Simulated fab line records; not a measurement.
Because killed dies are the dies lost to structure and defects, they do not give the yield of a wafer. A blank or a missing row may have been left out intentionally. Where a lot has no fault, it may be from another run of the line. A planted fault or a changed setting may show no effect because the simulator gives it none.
Matching of chambers / flow nand harc / rie diel-08 running NHARC_A_STAIRCASE_DESCUM_291: 4 sister chambers
The step chemistry O2, time 3 s. 4 wafers are shown with their chamber, then 9 later ones without.

== WAFERS, EACH WITH ITS CHAMBER ==
wafer=L090.1; chamber=1; showerhead plenum p Torr (Torr)=1.85
wafer=L091.2; chamber=0; showerhead plenum p Torr (Torr)=1.91
wafer=L091.3; chamber=2; showerhead plenum p Torr (Torr)=1.94
wafer=L091.4; chamber=3; showerhead plenum p Torr (Torr)=1.82

== WAFERS WITHOUT THEIR CHAMBER ==
wafer=L092.4; showerhead plenum p Torr (Torr)=1.84
wafer=L092.5; showerhead plenum p Torr (Torr)=1.91
wafer=L092.6; showerhead plenum p Torr (Torr)=1.84
wafer=L094.1; showerhead plenum p Torr (Torr)=1.94
wafer=L094.2; showerhead plenum p Torr (Torr)=1.81
wafer=L094.3; showerhead plenum p Torr (Torr)=1.91
wafer=L095.2; showerhead plenum p Torr (Torr)=1.94
wafer=L095.4; showerhead plenum p Torr (Torr)=1.91
wafer=L095.6; showerhead plenum p Torr (Torr)=1.84

== WHICH CHAMBER EACH ONE RAN IN ==
wafer=L092.4; from the rows above=can't be placed: 1 or 3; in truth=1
wafer=L092.5; from the rows above=0; in truth=0
wafer=L092.6; from the rows above=can't be placed: 1 or 3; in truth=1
wafer=L094.1; from the rows above=2; in truth=2
wafer=L094.2; from the rows above=3; in truth=3
wafer=L094.3; from the rows above=0; in truth=0
wafer=L095.2; from the rows above=2; in truth=2
wafer=L095.4; from the rows above=0; in truth=0
wafer=L095.6; from the rows above=can't be placed: 1 or 3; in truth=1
Correctly placed: 6 of 9. From these rows, 3 cannot be placed; in 3 the true chamber is one of the candidates. Wrongly placed: 0.
How it was worked out, from the rows above alone: a wafer's distance from a chamber is the root of the sum, over the readings, of the square of ((its reading less the chamber's mean) divided by the reading's scatter). If the next closest chamber is less than 2 further off than the closest, the wafer can't be placed; otherwise it belongs to the closest. A chamber's mean is the mean of its shown wafers. The scatter (one wafer shown for each chamber): square how far every hidden wafer sits from the nearest shown wafer, average those squares and take the square root.
